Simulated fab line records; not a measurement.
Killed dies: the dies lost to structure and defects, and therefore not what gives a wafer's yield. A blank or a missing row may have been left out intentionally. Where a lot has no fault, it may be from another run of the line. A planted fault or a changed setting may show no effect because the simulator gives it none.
fab line records    flow n5_finfet
[record] lots = 9  wafers = 27  last_day = 15
route steps=1938 shown SD_EPI_N@278 SD_EPI_P@308 BEOL_M4@1111
lots that met no fault: taken from a fault-free run of the same line
start_h: the number of hours between the record's first day and the start of the first shown wafer of the lot    wait_h: how many hours have passed since the lot's step before this one    " the same as in the row above    L1.1+2: one row covering several wafers at once    - no value, or no start was given    * or withheld: withheld    < > ~ a bound
route shown NAME@n: NAME is a module with steps in the file, n the number in the route of the first one    usual: mean and standard deviation over wafers with no fault    same: alike in all rows    chamber/n: place in a boat    sites: per-site readings    _std_site: their standard deviation    _edge_site: outer sites' mean less inner sites'    radius_mm: how far each site lies from the wafer's centre    mask NAME#n: copy n    behind: tool/chamber where the wafer was last shaped    hold: the reason the lot was held/the length of the hold in hours/how it ended    device: transistor that didn't switch, given as n, p or np    end of line: tests run on the same wafers once the route is complete    where a step has no rows: the recipe by itself    killed: the dies lost at the first sort to structure and to defects; this is not the yield of the wafer    map: per-die view of a wafer (x killed, . not killed, _ where there is no die)
set.NAME: the setting that was run; set.NAME@STEP: the one run at that earlier step    model.NAME: the simulator's own value behind a step, which no gauge read
a sample of lots followed through the steps of the route, with each step as a table and each wafer as a row
services: when a tool's chamber went out of use (start_h, in hours from the record's first day, below 0 if earlier), for how many hours, and the reason
[[steps]]
[step N5_SD_EPI_N_ETCH_45]
[recipe] chemistry = CH3F/O2  target = SiOCN  target_depth_a = 60  mask_material = SOC  ion_energy_ev = 60  bias_w = 29  pressure_mtorr = 15  source_w = 410  Ar_flow_sccm = 150  CH3F_flow_sccm = 30  O2_flow_sccm = 20
[usual] drypump_motor_current_A = 5.9/0.43  oes_product_au = 0.78/0.061  rf_vpp_V = 127.6/0.95  showerhead_plenum_p_Torr = 2.01/0.058  throttle_valve_pct = 23.41/0.24
lot.wafer  tool         chamber  start_h  wait_h  drypump_motor_current_A  oes_product_au  rf_hours_counter_h  rf_vpp_V  showerhead_plenum_p_Torr  throttle_valve_pct
L846.1     rie_diel-04  2        52.88    0.1     5.9                      0.83            51                  127.4     2.03                      22.96
L846.3     "            1        "        "       5.6                      0.87            38                  127.0     2.04                      23.54
L846.4     "            3        "        "       5.6                      0.72            207                 128.9     2.07                      23.67
L847.2     rie_diel-01  2        54.77    0.1     5.6                      0.82            62                  126.8     1.93                      23.30
L847.5     "            0        "        "       5.9                      0.77            -                   126.4     1.92                      23.04
L847.6     "            3        "        "       6.7                      0.74            -                   128.8     2.07                      23.56
L848.1     rie_diel-02  0        60.76    0.1     6.2                      0.69            237                 129.0     2.07                      23.65
L848.2     "            3        "        "       5.2                      0.75            150                 128.4     2.01                      23.17
L848.4     "            0        "        "       6.2                      0.70            -                   126.7     2.07                      23.64
L849.1     rie_diel-04  3        67.62    0.1     5.6                      0.72            212                 127.7     2.07                      23.68
L849.4     "            1        "        "       5.5                      0.88            42                  127.2     2.04                      23.56
L849.5     "            3        "        "       5.6                      0.72            -                   125.9     2.07                      23.68
L850.3     rie_diel-04  0        73.67    0.1     5.3                      0.73            166                 127.2     2.00                      23.36
L850.4     "            1        "        "       5.6                      0.87            45                  126.4     2.04                      23.56
L850.5     "            3        "        "       5.6                      0.71            -                   127.1     2.07                      23.70
L853.1     rie_diel-01  0        91.40    0.1     5.9                      0.76            138                 125.8     1.91                      23.08
L853.3     "            2        "        "       5.6                      0.80            76                  128.2     1.92                      23.29
L853.4     "            3        "        "       6.6                      0.72            199                 128.6     2.07                      23.58
L856.1     rie_diel-01  2        108.72   0.1     5.6                      0.80            82                  128.0     1.92                      23.32
L856.5     "            1        "        "       6.1                      0.89            -                   127.9     2.03                      23.52
L856.6     "            0        "        "       5.9                      0.76            -                   126.1     1.91                      23.08
L858.1     rie_diel-02  1        122.24   0.1     5.8                      0.78            138                 127.5     2.01                      23.50
L858.3     "            3        "        "       5.2                      0.72            176                 128.3     2.00                      23.21
L858.5     "            1        "        "       5.8                      0.78            -                   127.5     2.01                      23.52
L861.1     rie_diel-04  0        138.52   0.1     5.3                      0.71            190                 128.8     1.99                      23.39
L861.4     "            1        "        "       5.6                      0.84            68                  127.8     2.03                      23.58
L861.5     "            3        "        "       5.6                      0.70            -                   128.7     2.06                      23.72
[step N5_SD_EPI_N_EPI_MEAS_23]
[recipe] mode = xrd
[usual] thk_nm = 59.1/1
lot.wafer  tool           chamber  start_h  wait_h  thk_nm
L846.1     film_metro-02  -        56.52    1.9     58.8
L846.3     "              -        "        "       59.2
L846.4     "              -        "        "       57.0
L847.2     film_metro-01  -        59.50    1.5     58.9
L847.5     "              -        "        "       58.1
L847.6     "              -        "        "       59.4
L848.1     film_metro-01  -        64.39    1.9     59.0
L848.2     "              -        "        "       59.5
L848.4     "              -        "        "       59.2
L849.1     film_metro-02  -        71.24    1.9     58.4
L849.4     "              -        "        "       59.9
L849.5     "              -        "        "       57.9
L850.3     film_metro-02  -        77.29    1.2     59.1
L850.4     "              -        "        "       56.9
L850.5     "              -        "        "       59.0
L853.1     film_metro-02  -        95.01    1.9     60.9
L853.3     "              -        "        "       59.8
L853.4     "              -        "        "       59.9
L856.1     film_metro-02  -        112.33   1.9     58.3
L856.5     "              -        "        "       60.7
L856.6     "              -        "        "       59.4
L858.1     film_metro-02  -        126.85   2.5     57.3
L858.3     "              -        "        "       59.7
L858.5     "              -        "        "       59.8
L861.1     film_metro-01  -        143.13   2.5     59.4
L861.4     "              -        "        "       59.4
L861.5     "              -        "        "       59.7
[step N5_SD_EPI_N_PRECLEAN_49]
[recipe] chemistry = NF3:NH3  afs_cycles = 1  temp_c = 30  time_s = 20  sublimation_temp_c = 180  sublimation_time_s = 60  pressure_torr = 3  rf_power_w = 30
[usual] pressure_torr = 3.000/0.0061  time_s = 20/0
lot.wafer  tool              chamber  start_h  wait_h  pressure_torr  time_s
L846.1     remote_plasma-01  1        56.63    0.0     3.003          20
L846.3     "                 1        "        "       2.999          20
L846.4     "                 1        "        "       2.999          20
L847.2     remote_plasma-02  0        59.63    0.1     3.003          20
L847.5     "                 0        "        "       3.000          20
L847.6     "                 0        "        "       3.012          20
L848.1     remote_plasma-02  1        64.50    0.0     2.993          20
L848.2     "                 1        "        "       3.007          20
L848.4     "                 1        "        "       3.006          20
L849.1     remote_plasma-02  0        71.34    0.0     2.994          20
L849.4     "                 0        "        "       2.996          20
L849.5     "                 0        "        "       3.000          20
L850.3     remote_plasma-02  0        77.45    0.1     3.009          20
L850.4     "                 0        "        "       3.009          20
L850.5     "                 0        "        "       3.010          20
L853.1     remote_plasma-01  1        95.12    0.0     3.004          20
L853.3     "                 1        "        "       2.992          20
L853.4     "                 1        "        "       2.997          20
L856.1     remote_plasma-02  0        112.44   0.0     2.998          20
L856.5     "                 0        "        "       3.005          20
L856.6     "                 0        "        "       2.998          20
L858.1     remote_plasma-02  0        126.95   0.0     3.005          20
L858.3     "                 0        "        "       3.006          20
L858.5     "                 0        "        "       2.995          20
L861.1     remote_plasma-02  1        143.24   0.0     2.995          21.147
L861.4     "                 1        "        "       2.997          20
L861.5     "                 1        "        "       2.995          20
[step N5_SD_EPI_P_ETCH_37]
[recipe] chemistry = N2/H2  target = SOC  overetch_a = 1080  mask_material = SiARC  temp_c = 40  ion_energy_ev = 100  source_w = 3000  bias_w = 133  pressure_mtorr = 20  time_s = 486  n2_flow_sccm = 200  h2_flow_sccm = 200  ends = end_point
[usual] drypump_motor_current_A = 5.8/0.4  oes_product_au = 0.70/0.06  rf_vpp_V = 240.6/1.3  showerhead_plenum_p_Torr = 2.54/0.093  throttle_valve_pct = 24.0/0.31
lot.wafer  tool         chamber  start_h  wait_h  drypump_motor_current_A  oes_product_au  rf_hours_counter_h  rf_vpp_V  showerhead_plenum_p_Torr  throttle_valve_pct
L846.1     rie_diel-03  0        57.66    0.0     5.9                      0.76            60                  240.4     2.59                      24.0
L846.3     "            2        "        "       6.1                      0.66            189                 243.7     2.63                      24.0
L846.4     "            3        "        "       5.6                      0.67            152                 242.3     2.53                      23.7
L847.2     rie_diel-03  3        60.63    0.0     5.6                      0.67            153                 239.8     2.53                      23.7
L847.5     "            0        "        "       5.9                      0.75            -                   242.2     2.59                      24.0
L847.6     "            1        "        "       6.1                      0.69            -                   240.7     2.54                      23.8
L848.1     rie_diel-03  1        65.70    0.0     6.1                      0.69            142                 240.7     2.54                      23.7
L848.2     "            2        "        "       6.1                      0.67            191                 241.3     2.63                      24.0
L848.4     "            3        "        "       5.7                      0.68            154                 241.0     2.53                      23.7
L849.1     rie_diel-03  3        72.26    0.0     5.7                      0.67            155                 241.4     2.53                      23.7
L849.4     "            0        "        "       5.9                      0.75            65                  240.8     2.58                      24.0
L849.5     "            3        "        "       5.6                      0.67            -                   239.5     2.53                      23.7
L850.3     rie_diel-05  0        78.75    0.0     6.8                      0.78            64                  243.1     2.68                      23.5
L850.4     "            1        "        "       5.4                      0.72            103                 239.6     2.44                      23.5
L850.5     "            2        "        "       5.1                      0.86            -                   239.8     2.51                      24.3
L853.1     rie_diel-03  1        96.33    0.0     6.1                      0.68            151                 241.5     2.53                      23.8
L853.3     "            0        "        "       5.9                      0.75            73                  241.2     2.58                      24.0
L853.4     "            2        "        "       6.1                      0.66            201                 241.7     2.63                      24.0
L856.1     rie_diel-03  2        114.47   0.0     6.1                      0.65            206                 241.2     2.62                      24.0
L856.5     "            2        "        "       6.1                      0.65            -                   241.0     2.62                      24.0
L856.6     "            3        "        "       5.7                      0.66            -                   240.2     2.53                      23.7
L858.1     rie_diel-05  2        128.07   0.0     5.0                      0.81            18                  239.4     2.50                      24.3
L858.3     "            0        "        "       6.8                      0.76            77                  241.4     2.67                      23.6
L858.5     "            1        "        "       5.4                      0.70            -                   240.1     2.44                      23.5
L861.1     rie_diel-06  2        144.33   0.0     5.4                      0.65            222                 238.8     2.39                      24.0
L861.4     "            3        "        "       5.9                      0.77            63                  240.7     2.48                      23.8
L861.5     "            0        "        "       5.8                      0.63            -                   240.2     2.61                      24.2
[step N5_BEOL_M4_RC_MEAS_101]
[usual] DIBL_N = 36.1/1.6  DIBL_P = 35.8/2.1  IOFF_N = 0.16/0.031  IOFF_P = 0.21/0.034  ION_N = 673/12  ION_P = 461/7.2  SS_N = 71.4/0.59  SS_P = 73.3/0.63  VT_N = 250/3.1  VT_P = -250/3.3
lot.wafer  tool       chamber  start_h  wait_h  DIBL_N[mV/V]  DIBL_P[mV/V]  IOFF_N[nA/um]  IOFF_P[nA/um]  ION_N[uA/um]  ION_P[uA/um]  SS_N[mV/dec]  SS_P[mV/dec]  VT_N[mV]  VT_P[mV]
L846.1     prober-02  0        175.25   0.0     36.1          36.1          0.17           0.21           676           463           71.7          73.4          248       -253
L846.3     "          0        "        "       36.0          35.6          0.16           0.21           670           457           71.8          73.3          249       -250
L846.4     "          0        "        "       36.9          36.0          0.17           0.21           689           465           71.4          74.3          247       -252
L847.2     prober-01  0        175.52   0.2     35.3          35.4          0.15           0.19           674           457           71.6          73.0          249       -251
L847.5     "          0        "        "       38.5          38.8          0.21           0.24           687           461           72.6          73.6          245       -249
L847.6     "          0        "        "       36.4          37.1          0.16           0.23           674           465           71.7          73.4          250       -247
L849.1     prober-02  0        180.90   0.0     34.4          35.0          0.13           0.17           658           451           70.6          73.4          253       -252
L849.4     "          0        "        "       36.0          36.9          0.16           0.21           686           467           71.6          73.6          250       -251
L849.5     "          0        "        "       36.2          36.9          0.16           0.20           670           457           71.4          73.9          250       -253
L848.1     prober-02  0        186.04   0.0     34.3          33.2          0.11           0.15           661           454           71.0          72.4          254       -255
L848.2     "          0        "        "       35.6          35.8          0.13           0.19           663           458           70.2          73.4          251       -254
L848.4     "          0        "        "       35.1          33.9          0.12           0.16           661           460           71.0          72.8          254       -254
L850.3     prober-02  0        201.06   0.3     36.3          36.9          0.17           0.21           683           459           71.6          73.3          250       -253
L850.4     "          0        "        "       36.1          37.0          0.17           0.21           677           457           71.6          73.4          249       -253
L850.5     "          0        "        "       38.2          39.6          0.23           0.27           687           465           72.3          74.0          243       -249
L853.1     prober-01  0        215.10   0.0     37.1          35.6          0.18           0.23           691           465           72.0          73.1          247       -249
L853.3     "          0        "        "       35.8          34.7          0.14           0.21           671           461           71.1          73.3          250       -247
L853.4     "          0        "        "       37.0          35.9          0.17           0.24           683           471           72.0          73.2          247       -245
L856.1     prober-01  0        234.95   0.0     35.4          36.1          0.14           0.17           667           452           71.0          73.5          253       -256
L856.5     "          0        "        "       35.0          35.7          0.14           0.17           676           460           71.0          72.2          251       -255
L856.6     "          0        "        "       35.7          36.6          0.14           0.18           664           452           71.4          73.3          254       -255
L858.1     prober-01  0        250.77   0.0     36.6          36.1          0.16           0.22           667           463           71.8          73.7          249       -248
L858.3     "          0        "        "       36.2          34.7          0.15           0.19           665           457           71.3          72.7          253       -249
L858.5     "          0        "        "       33.7          32.1          0.12           0.16           658           448           70.5          72.8          252       -251
L861.1     prober-01  0        259.67   0.0     35.4          35.8          0.15           0.21           672           465           71.2          73.1          249       -250
L861.4     "          0        "        "       33.9          34.5          0.13           0.18           656           454           70.8          72.5          254       -250
L861.5     "          0        "        "       32.9          33.4          0.11           0.17           646           457           70.6          72.7          253       -252
[[services]]
tool         chamber  start_h  hours  kind
rie_diel-05  1        44.15    5.6    repair
rie_diel-02  -        46.23    2.8    pm
rie_diel-02  2        49.88    22.3   repair
rie_diel-05  2        58.53    -      clean
rie_diel-05  2        58.53    -      consumable_replace:focus_ring
rie_diel-05  2        58.53    9.1    scheduled_down
rie_diel-05  2        58.53    9.1    vent_cycle
rie_diel-02  1        60.94    12.0   repair
rie_diel-05  0        62.71    3.0    repair
rie_diel-01  1        68.06    6.8    repair
rie_diel-06  1        79.24    2.5    repair
rie_diel-02  0        91.12    -      clean
rie_diel-02  0        91.12    -      consumable_replace:focus_ring
rie_diel-02  0        91.12    16.2   scheduled_down
rie_diel-02  0        91.12    16.2   vent_cycle
rie_diel-06  3        91.35    10.4   repair
rie_diel-01  1        98.46    4.6    repair
rie_diel-03  1        111.25   11.3   repair
rie_diel-05  1        140.23   4.2    repair
rie_diel-05  0        144.19   3.1    repair
[[key]]
[first_sign] step = N5_SD_EPI_N_PRECLEAN_49  reading = time_s  direction = up  sigmas = 99+  usual = *  struck = *
effect none on later readings
met_at N5_SD_EPI_N_PRECLEAN_49
struck_lots L861
struck_wafers L861.1
not_acting_at N5_SD_EPI_N_ETCH_45,N5_SD_EPI_N_EPI_MEAS_23,N5_SD_EPI_P_ETCH_37
onset_between 126.95 143.24
[fault] kind = process_parameter_drift  tool = remote_plasma-02  chamber = -  onset_h = 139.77  steps = N5_SD_EPI_N_PRECLEAN_49  channel = time_s  offset = *  shape = step  end_h = 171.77  scope = struck_wafers_only  acts_in = *  stated = *
